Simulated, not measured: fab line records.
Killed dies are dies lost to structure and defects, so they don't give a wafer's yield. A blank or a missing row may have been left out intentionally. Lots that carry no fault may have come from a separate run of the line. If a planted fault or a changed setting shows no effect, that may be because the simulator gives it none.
Matching of chambers ; flow nand harc ; NHARC_A_CHANNEL_FILL_D2_ALD_14 on ald hk-02: 4 sister chambers
The step deposits SiO2, target thk 2.5 nm, pulse time 10 s, ald cycles 25. 14 wafers are shown with their chamber, then 7 later ones without.

## WAFERS WITH THEIR CHAMBER
wafer;chamber;heater power w (W);precursor pulse height rel
L076.2;3;497;0.998
L076.3;1;502;0.995
L076.4;2;398;1.007
L081.1;1;470;1.010
L081.3;3;494;0.983
L081.6;0;439;1.005
L082.1;0;446;1.017
L082.2;2;384;0.987
L082.4;1;473;1.003
L083.1;1;473;1.021
L083.5;3;494;0.993
L083.6;2;390;0.971
L085.2;2;389;1.017
L085.4;0;429;1.026

SIGNATURES, as means of the wafers listed above
reading;chamber 0;chamber 1;chamber 2;chamber 3;scatter within a chamber
heater power w;438.00;479.50;390.25;495.00;9.66
precursor pulse height rel;1.01600;1.00725;0.99550;0.99133;0.014
Rule: a wafer's distance from a chamber is the root of the sum, over the readings, of the square of ((its reading less the chamber's mean) divided by the reading's scatter). The wafer belongs to the nearest chamber; if the next one is less than 2 further off, it can't be placed. The scatter is the square root of a quotient: the sum, over the shown wafers, of each reading's squared deviation from its chamber's mean, divided by wafers minus chambers.

## WAFERS WITH NO CHAMBER GIVEN
wafer;heater power w (W);precursor pulse height rel
L085.5;366;0.978
L087.4;446;0.998
L087.5;460;1.001
L087.6;468;0.976
L093.1;497;0.982
L093.5;438;0.988
L093.6;468;0.966

## CHAMBER TAKEN BY EACH
wafer;from the rows above;in truth
L085.5;2;2
L087.4;0;0
L087.5;can't be placed: 1 or 0 or 3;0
L087.6;can't be placed: 1 or 3 or 0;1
L093.1;can't be placed: 3 or 1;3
L093.5;0;0
L093.6;can't be placed: 1 or 3 or 0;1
3 of 7 placed correctly. Not placeable from these rows: 4 (in 4, the candidates include the true chamber). 0 placed wrongly.
